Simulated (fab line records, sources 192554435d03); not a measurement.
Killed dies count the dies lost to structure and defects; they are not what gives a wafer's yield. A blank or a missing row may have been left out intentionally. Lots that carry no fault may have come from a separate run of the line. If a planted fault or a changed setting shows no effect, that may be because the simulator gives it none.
Matching of chambers    flow n5_finfet    3 sister chambers for N5_BEOL_M7_CURE_74 on uv_cure-03
The step cures SiCOH lowk, time 240 s. 6 wafers are shown with their chamber, then 7 later ones without.

WAFERS, EACH WITH ITS CHAMBER
wafer   chamber  wafer_temp_C_max  lamp_power_pct (%)
L082.4  1        386.4             52.35
L082.6  1        386.4             52.30
L084.5  2        387.6             52.32
L084.6  2        387.3             52.31
L086.2  0        387.6             52.28
L086.3  0        386.9             52.35

WAFERS WITH NO CHAMBER GIVEN
wafer   wafer_temp_C_max  lamp_power_pct (%)
L086.6  386.9             52.38
L091.2  386.0             52.33
L091.3  386.1             52.32
L091.5  385.9             52.24
L095.2  387.0             52.28
L095.3  388.2             52.34
L095.4  386.9             52.23

WHICH CHAMBER EACH ONE RAN IN
wafer   from the rows above           in truth
L086.6  can't be placed: 0 or 1 or 2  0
L091.2  1                             1
L091.3  1                             1
L091.5  can't be placed: 1 or 0       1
L095.2  can't be placed: 0 or 2 or 1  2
L095.3  can't be placed: 2 or 0       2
L095.4  can't be placed: 0 or 2 or 1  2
Correctly placed: 2 of 7. Not placeable from these rows: 5 (in 5, the candidates include the true chamber). Placed wrongly: 0.
How it was worked out, from the rows above alone: a wafer's distance from a chamber is the root of the sum, over the readings, of the square of ((its reading less the chamber's mean) divided by the reading's scatter). The wafer belongs to the nearest chamber; if the next one is less than 2 further off, it can't be placed. A chamber's mean is the mean of its shown wafers. The scatter: take each reading less its chamber's mean, square it, sum over the shown wafers, divide by the number of wafers less the number of chambers, and take the root.
